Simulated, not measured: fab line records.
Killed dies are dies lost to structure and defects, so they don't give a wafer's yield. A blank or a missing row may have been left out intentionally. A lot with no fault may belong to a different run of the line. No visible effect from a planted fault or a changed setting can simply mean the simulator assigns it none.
fab line records | flow nand_harc | part 2 of 2: steps 34 to 45 of 45
[record] lots = 5 | wafers = 15 | last_day = 31
route steps=1302 shown P_ZERO_WELL@23
lots untouched by any fault: they come from a run of this same line in which no faults occurred
start_h: hours from the record's first day to the start of the lot's first wafer shown | wait_h: hours from the lot's prior step to this one | " identical to the entry in the row above | L1.1+2: several wafers, shown together as one row | - either no value or no given start | * or withheld: withheld | < > ~ a bound
route shown NAME@n: a module of which the file shows steps, and the number in the route of the first | usual: mean/standard deviation of fault-free wafers | same: alike in all rows | chamber/n: place in a boat | sites: per-site readings | _std_site: the values' standard deviation | _edge_site: outer sites' mean less inner sites' | radius_mm: for every site, how far away it sits from the centre of the wafer | mask NAME#n: copy n | behind: the most recent tool/chamber to have shaped the wafer | hold: why the lot went on hold/how many hours it stayed there/how the hold came to an end | device: transistor that didn't switch, given as n, p or np | end of line: tests run on the same wafers once the route is complete | for a step that has no rows: nothing shown but its recipe | killed: dies lost to structure and defects at the first sort, not the wafer's yield | map: a wafer's dies, marking killed ones x, the rest . and places with no die _
set.NAME: the setting as run; set.NAME@STEP: as run at that earlier step | model.NAME: the simulator's own value behind a step, which no gauge read
a table for each step, a row for each wafer; lots at some steps of the route
services: when a tool's chamber went out of use (start_h, in hours from the record's first day, below 0 if earlier), for how many hours, and the reason
[[steps]]
[step NHARC_P_ZERO_WELL_EXPOSE_49]
[recipe] na = 0.6 | target_cd_nm = 2000 | dose_mj = 22.64 | mask_id = P_HVPW
[usual] reticle_temp_C = 22.99/0.11
lot.wafer | tool           | chamber | start_h | wait_h | mask     | reticle_temp_C
L074.1    | krf_scanner-03 | 0       | 25.50   | -      | P_HVPW#0 | 22.85
L074.2    | "              | 0       | "       | "      | P_HVPW#0 | 22.79
L074.5    | "              | 0       | "       | "      | P_HVPW#0 | 22.73
L077.2    | krf_scanner-01 | 0       | 56.02   | -      | P_HVPW#0 | 22.99
L077.3    | "              | 0       | "       | "      | P_HVPW#0 | 23.04
L077.5    | "              | 0       | "       | "      | P_HVPW#0 | 23.06
L081.1    | krf_scanner-01 | 0       | 95.61   | -      | P_HVPW#0 | 23.10
L081.4    | "              | 0       | "       | "      | P_HVPW#0 | 23.16
L081.5    | "              | 0       | "       | "      | P_HVPW#0 | 23.10
L084.1    | krf_scanner-01 | 0       | 125.69  | -      | P_HVPW#0 | 23.12
L084.2    | "              | 0       | "       | "      | P_HVPW#0 | 23.15
L084.3    | "              | 0       | "       | "      | P_HVPW#0 | 23.18
L092.2    | krf_scanner-02 | 0       | 205.46  | -      | P_HVPW#0 | 23.03
L092.4    | "              | 0       | "       | "      | P_HVPW#0 | 23.14
L092.5    | "              | 0       | "       | "      | P_HVPW#0 | 23.19
[step NHARC_P_ZERO_WELL_PEB_50]
[recipe] peb_temp_c = 118 | peb_time_s = 85
lot.wafer  | tool           | chamber | start_h | wait_h
L074.1+2+5 | litho_track-02 | 0       | 25.57   | 0.1
L077.2+3+5 | litho_track-03 | 0       | 56.08   | 0.1
L081.1+4+5 | litho_track-05 | 0       | 95.67   | 0.1
L084.1+2+3 | litho_track-02 | 0       | 125.76  | 0.1
L092.2+4+5 | litho_track-05 | 0       | 205.52  | 0.1
[step NHARC_P_ZERO_WELL_DEVELOP_51]
[recipe] time_s = 70
lot.wafer  | tool           | chamber | start_h | wait_h
L074.1+2+5 | litho_track-02 | 0       | -       | -
L077.2+3+5 | litho_track-03 | 0       | -       | -
L081.1+4+5 | litho_track-05 | 0       | -       | -
L084.1+2+3 | litho_track-02 | 0       | -       | -
L092.2+4+5 | litho_track-05 | 0       | -       | -
[step NHARC_P_ZERO_WELL_CD_MEAS_52]
[recipe] target_cd_nm = 2000 | landing_energy_ev = 500
[usual] cd_nm = 1999.9/1.4
[same] landing_energy_ev = 500
lot.wafer | tool      | chamber | start_h | wait_h | cd_nm
L074.1    | cd_sem-01 | 0       | 25.67   | -      | 2003.4
L074.2    | "         | 0       | "       | "      | 2002.0
L074.5    | "         | 0       | "       | "      | 2001.3
L077.2    | cd_sem-03 | 0       | 56.17   | -      | 1997.0
L077.3    | "         | 0       | "       | "      | 1997.7
L077.5    | "         | 0       | "       | "      | 1998.1
L081.1    | cd_sem-03 | 0       | 95.76   | -      | 2001.4
L081.4    | "         | 0       | "       | "      | 2000.1
L081.5    | "         | 0       | "       | "      | 2002.4
L084.1    | cd_sem-02 | 0       | 125.85  | -      | 1997.9
L084.2    | "         | 0       | "       | "      | 2000.9
L084.3    | "         | 0       | "       | "      | 1999.3
L092.2    | cd_sem-03 | 0       | 205.61  | -      | 1999.2
L092.4    | "         | 0       | "       | "      | 2000.4
L092.5    | "         | 0       | "       | "      | 2000.5
[step NHARC_P_ZERO_WELL_HARDBAKE_53]
[recipe] temp_c = 125 | time_s = 80
lot.wafer  | tool           | chamber | start_h | wait_h
L074.1+2+5 | litho_track-05 | 0       | 25.75   | -
L077.2+3+5 | litho_track-03 | 0       | 56.25   | -
L081.1+4+5 | litho_track-02 | 0       | 95.84   | -
L084.1+2+3 | litho_track-03 | 0       | 125.93  | -
L092.2+4+5 | litho_track-02 | 0       | 205.69  | -
[step NHARC_P_ZERO_WELL_DESCUM_54]
[recipe] time_s = 3 | o2_flow_sccm = 200 | ar_flow_sccm = 0 | bias_power_w = 0 | chemistry = O2
[usual] drypump_motor_current_A = 5.5/0.49 | mfc_ar_sccm = 0.009/0.01 | oes_product_au = 1.001/0.0072 | rf_vpp_V = 57.7/0.91 | showerhead_plenum_p_Torr = 1.89/0.061 | throttle_valve_pct = 11.310/0.0089
lot.wafer | tool        | chamber | start_h | wait_h | drypump_motor_current_A | mfc_ar_sccm | oes_product_au | rf_hours_counter_h | rf_vpp_V | showerhead_plenum_p_Torr | throttle_valve_pct
L074.2    | rie_diel-05 | 2       | 25.84   | -      | 6.2                     | 0.010       | 0.995          | 38                 | 58.8     | 1.92                     | 11.303
L074.1    | "           | 3       | "       | "      | 4.9                     | 0.017       | 0.999          | 42                 | 58.1     | 1.87                     | 11.314
L074.5    | "           | 1       | "       | "      | 4.8                     | 0           | 0.997          | -                  | 58.0     | 2.00                     | 11.304
L077.3    | rie_diel-02 | 3       | 56.33   | -      | 5.6                     | 0.023       | 1.004          | 3                  | 56.7     | 1.82                     | 11.314
L077.2    | "           | 1       | "       | "      | 5.7                     | 0           | 0.991          | 3                  | 58.1     | 1.81                     | 11.329
L077.5    | "           | 3       | "       | "      | 5.6                     | 0.023       | 0.996          | -                  | 55.6     | 1.82                     | 11.299
L081.4    | rie_diel-05 | 0       | 95.95   | -      | 6.1                     | 0           | 0.990          | 12                 | 59.2     | 1.94                     | 11.305
L081.1    | "           | 1       | "       | "      | 4.8                     | 0           | 1.001          | 12                 | 58.7     | 2.00                     | 11.315
L081.5    | "           | 3       | "       | "      | 4.9                     | 0.017       | 1.014          | -                  | 57.6     | 1.86                     | 11.294
L084.2    | rie_diel-02 | 3       | 126.01  | -      | 5.6                     | 0.023       | 1.007          | 24                 | 57.6     | 1.81                     | 11.297
L084.3    | "           | 0       | "       | "      | 5.1                     | 0           | 1.008          | 29                 | 57.7     | 1.87                     | 11.301
L084.1    | "           | 2       | "       | "      | 5.7                     | 0.027       | 1.000          | 23                 | 57.1     | 1.96                     | 11.309
L092.2    | rie_diel-04 | 0       | 205.77  | -      | 5.6                     | 0           | 0.994          | 3                  | 56.5     | 1.86                     | 11.298
L092.4    | "           | 2       | "       | "      | 5.1                     | 0.018       | 0.997          | 3                  | 58.5     | 1.83                     | 11.335
L092.5    | "           | 1       | "       | "      | 5.8                     | 0           | 1.000          | -                  | 58.6     | 1.90                     | 11.305
[step NHARC_P_ZERO_WELL_IMPLANT_55]
[recipe] energy_kev = 180 | dose_cm2 = 8e+11 | tilt_deg = 7
[usual] faraday_current_uA = 10.16/0.2
lot.wafer | tool         | chamber | start_h | wait_h | faraday_current_uA
L074.1    | implanter-01 | 0       | 25.98   | 0.1    | 9.81
L074.2    | "            | 0       | "       | "      | 10.18
L074.5    | "            | 0       | "       | "      | 10.26
L077.2    | implanter-01 | 0       | 56.51   | 0.1    | 9.84
L077.3    | "            | 0       | "       | "      | 10.07
L077.5    | "            | 0       | "       | "      | 10.07
L081.1    | implanter-02 | 0       | 96.07   | 0.1    | 10.34
L081.4    | "            | 0       | "       | "      | 10.19
L081.5    | "            | 0       | "       | "      | 10.30
L084.1    | implanter-01 | 0       | 126.19  | 0.1    | 9.91
L084.2    | "            | 0       | "       | "      | 10.06
L084.3    | "            | 0       | "       | "      | 10.18
L092.2    | implanter-01 | 0       | 205.95  | 0.2    | 10.25
L092.4    | "            | 0       | "       | "      | 10.22
L092.5    | "            | 0       | "       | "      | 10.11
[step NHARC_P_ZERO_WELL_IMPLANT_61]
[recipe] energy_kev = 30 | dose_cm2 = 5e+11 | tilt_deg = 7
[usual] faraday_current_uA = 6.35/0.13
lot.wafer | tool         | chamber | start_h | wait_h | faraday_current_uA
L074.1    | implanter-01 | 0       | 26.16   | 0.2    | 6.24
L074.2    | "            | 0       | "       | "      | 6.22
L074.5    | "            | 0       | "       | "      | 6.22
L077.2    | implanter-01 | 0       | 56.69   | 0.1    | 6.48
L077.3    | "            | 0       | "       | "      | 6.32
L077.5    | "            | 0       | "       | "      | 6.54
L081.1    | implanter-02 | 0       | 96.25   | 0.1    | 6.41
L081.4    | "            | 0       | "       | "      | 6.15
L081.5    | "            | 0       | "       | "      | 6.65
L084.1    | implanter-01 | 0       | 126.37  | 0.2    | 6.13
L084.2    | "            | 0       | "       | "      | 6.13
L084.3    | "            | 0       | "       | "      | 6.32
L092.2    | implanter-01 | 0       | 206.13  | 0.2    | 6.44
L092.4    | "            | 0       | "       | "      | 6.39
L092.5    | "            | 0       | "       | "      | 6.43
[step NHARC_P_ZERO_WELL_STRIP_56]
[recipe] time_s = 840 | temp_c = 130 | chemistry = SPM
[usual] bath_heat_duty_pct = 14.8/1.7
lot.wafer | tool         | chamber | start_h | wait_h | bath_heat_duty_pct
L074.5    | wet_bench-07 | 6       | 26.41   | 0.1    | 13.3
L074.1    | "            | 7       | "       | "      | 14.4
L074.2    | "            | 0       | "       | "      | 15.6
L077.5    | wet_bench-03 | 2       | 56.87   | 0.1    | 13.6
L077.3    | "            | 3       | "       | "      | 14.3
L077.2    | "            | 5       | "       | "      | 15.1
L081.1    | wet_bench-07 | 2       | 96.46   | 0.2    | 13.0
L081.4    | "            | 3       | "       | "      | 17.6
L081.5    | "            | 4       | "       | "      | 16.3
L084.1    | wet_bench-06 | 0       | 126.58  | 0.2    | 13.5
L084.3    | "            | 2       | "       | "      | 13.5
L084.2    | "            | 4       | "       | "      | 15.6
L092.2    | wet_bench-06 | 2       | 206.32  | 0.2    | 12.4
L092.4    | "            | 3       | "       | "      | 16.7
L092.5    | "            | 7       | "       | "      | 18.5
[step NHARC_P_ZERO_WELL_PRECLEAN_68]
[recipe] time_s = 60 | temp_c = 50 | bath_age_min = 0 | chemistry = SC1
[usual] bath_heat_duty_pct = 7.1/0.76
lot.wafer | tool         | chamber | start_h | wait_h | bath_heat_duty_pct
L074.5    | wet_bench-07 | 6       | -       | -      | 6.4
L074.1    | "            | 7       | "       | "      | 7.0
L074.2    | "            | 0       | "       | "      | 7.5
L077.5    | wet_bench-03 | 2       | -       | -      | 6.5
L077.3    | "            | 3       | "       | "      | 6.5
L077.2    | "            | 5       | "       | "      | 6.9
L081.1    | wet_bench-07 | 2       | -       | -      | 5.6
L081.4    | "            | 3       | "       | "      | 6.7
L081.5    | "            | 4       | "       | "      | 8.2
L084.1    | wet_bench-06 | 0       | -       | -      | 8.1
L084.3    | "            | 2       | "       | "      | 6.0
L084.2    | "            | 4       | "       | "      | 7.3
L092.2    | wet_bench-06 | 2       | -       | -      | 7.0
L092.4    | "            | 3       | "       | "      | 7.6
L092.5    | "            | 7       | "       | "      | 7.5
[step NHARC_P_ZERO_WELL_SRD_69]
lot.wafer  | tool         | chamber | start_h | wait_h
L074.5+1+2 | wet_bench-07 | 6,7,0   | -       | -
L077.5+3+2 | wet_bench-03 | 2,3,5   | -       | -
L081.1+4+5 | wet_bench-07 | 2,3,4   | -       | -
L084.1+3+2 | wet_bench-06 | 0,2,4   | -       | -
L092.2+4+5 | wet_bench-06 | 2,3,7   | -       | -
[step NHARC_P_ZERO_WELL_RTA_42]
[recipe] temp_c = 1100 | time_s = 300
[usual] lamp_power_pct = 35.2/1.3 | lamp_zone_6_pct = 35.1/1.3 | wafer_temp_C_max = 1103.7/0.77
lot.wafer | tool          | chamber | start_h | wait_h | lamp_power_pct | lamp_zone_6_pct | wafer_temp_C_max
L074.1    | rtp_anneal-02 | 0       | 26.83   | -      | 33.9           | 33.7            | 1103.7
L074.2    | "             | 0       | "       | "      | 33.9           | 33.8            | 1103.4
L074.5    | "             | 0       | "       | "      | 33.9           | 33.8            | 1103.9
L077.2    | rtp_anneal-01 | 0       | 57.41   | -      | 36.6           | 36.5            | 1104.7
L077.3    | "             | 0       | "       | "      | 36.5           | 36.6            | 1104.2
L077.5    | "             | 0       | "       | "      | 36.5           | 36.5            | 1103.6
L081.1    | rtp_anneal-02 | 0       | 96.91   | -      | 33.8           | 33.7            | 1103.6
L081.4    | "             | 0       | "       | "      | 33.7           | 33.8            | 1104.5
L081.5    | "             | 0       | "       | "      | 33.8           | 33.7            | 1102.0
L084.1    | rtp_anneal-01 | 0       | 127.02  | -      | 36.5           | 36.4            | 1104.0
L084.2    | "             | 0       | "       | "      | 36.5           | 36.3            | 1103.4
L084.3    | "             | 0       | "       | "      | 36.4           | 36.4            | 1103.3
L092.2    | rtp_anneal-01 | 0       | 206.86  | -      | 36.6           | 36.5            | 1104.1
L092.4    | "             | 0       | "       | "      | 36.6           | 36.5            | 1104.1
L092.5    | "             | 0       | "       | "      | 36.6           | 36.5            | 1103.7
[[services]]
tool           | chamber | start_h | hours | kind
rie_diel-04    | -       | 0.90    | 9.0   | pm
rie_diel-05    | 2       | 4.02    | 8.8   | repair
rie_diel-05    | 1       | 8.02    | 1.2   | repair
krf_scanner-01 | -       | 15.45   | 2.3   | repair
wet_bench-06   | -       | 17.60   | 8.0   | pm
krf_scanner-03 | -       | 29.12   | 0.6   | repair
wet_bench-03   | -       | 34.45   | 8.0   | pm
implanter-01   | -       | 38.30   | 2.5   | repair
rie_diel-02    | -       | 40.90   | 9.0   | pm
litho_track-02 | -       | 52.00   | 7.0   | pm
krf_scanner-03 | -       | 52.00   | 4.0   | pm
rie_diel-05    | -       | 52.60   | 9.0   | pm
litho_track-03 | -       | 100.00  | 7.0   | pm
rie_diel-02    | 2       | 116.29  | 2.0   | repair
rie_diel-02    | 1       | 117.11  | 10.1  | repair
wet_bench-07   | -       | 119.15  | 0.5   | repair
krf_scanner-01 | -       | 122.28  | 1.5   | repair
litho_track-05 | -       | 124.00  | 7.0   | pm
krf_scanner-01 | -       | 140.00  | 4.0   | pm
implanter-02   | -       | 146.00  | 13.0  | pm
wet_bench-06   | -       | 154.21  | 1.9   | repair
wet_bench-07   | -       | 160.00  | 8.0   | pm
wet_bench-06   | -       | 193.60  | 8.0   | pm
rie_diel-02    | 0       | 206.01  | 5.8   | repair
